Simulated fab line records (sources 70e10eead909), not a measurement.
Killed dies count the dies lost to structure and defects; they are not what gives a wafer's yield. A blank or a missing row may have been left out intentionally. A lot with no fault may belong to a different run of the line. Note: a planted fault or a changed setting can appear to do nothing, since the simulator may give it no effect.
Chamber matching	flow nand_harc	NHARC_A_CHANNEL_HOLE_D1_ETCH_38 on rie_diel-06: 4 sister chambers
The step etches the open film in CF4, target depth 39 nm, time 65 s. 16 wafers are shown with their chamber, then 8 later ones without.

== WAFERS, EACH WITH ITS CHAMBER ==
wafer	chamber	showerhead_plenum_p_Torr (Torr)	drypump_motor_current_A (A)	oes_product_au (a.u.)
L077.1	3	1.85	5.4	0.992
L077.4	2	1.70	5.3	1.011
L077.6	0	1.88	5.8	1.024
L079.1	3	1.85	5.4	0.994
L079.3	1	1.82	6.4	0.989
L079.6	2	1.70	5.3	1.007
L082.3	0	1.88	5.8	1.022
L082.5	0	1.88	5.8	1.017
L082.6	3	1.85	5.4	0.986
L083.1	2	1.70	5.3	1.018
L083.5	2	1.70	5.3	1.017
L083.6	3	1.85	5.4	1.006
L088.2	0	1.88	5.8	1.007
L088.3	3	1.85	5.4	1.004
L088.4	2	1.70	5.3	0.994
L090.1	1	1.81	6.3	0.997

SIGNATURES, as means of the wafers listed above
reading	chamber 0	chamber 1	chamber 2	chamber 3	scatter within a chamber
showerhead_plenum_p_Torr	1.8800	1.8150	1.7000	1.8500	0.00204
drypump_motor_current_A	5.800	6.350	5.300	5.400	0.0204
oes_product_au	1.01750	0.99300	1.00940	0.99640	0.00849
Rule: for a wafer and a chamber, the distance is found by dividing, reading by reading, the gap between the wafer's reading and the chamber's mean by the reading's scatter, squaring, summing and taking the root. The wafer belongs to the nearest chamber; if the next one is less than 2 further off, it can't be placed. How the scatter is found: for the shown wafers, subtract from each reading the mean of its chamber, square and add these, divide the total by (wafers less chambers), then take the root.

== WAFERS WITH NO CHAMBER GIVEN ==
wafer	showerhead_plenum_p_Torr (Torr)	drypump_motor_current_A (A)	oes_product_au (a.u.)
L090.5	1.81	6.3	1.004
L090.6	1.70	5.3	0.994
L093.1	1.81	6.4	1.000
L093.4	1.70	5.3	1.003
L093.6	1.81	6.4	1.004
L097.3	1.85	5.4	0.995
L097.5	1.81	6.3	0.988
L097.6	1.70	5.3	0.986

== THE CHAMBER EACH PASSED THROUGH ==
wafer	from the rows above	in truth
L090.5	1	1
L090.6	2	2
L093.1	1	1
L093.4	2	2
L093.6	1	1
L097.3	3	3
L097.5	1	1
L097.6	2	2
Correct placement for 8 of the 8. Can't be placed from these rows: 0. Wrongly placed: 0.
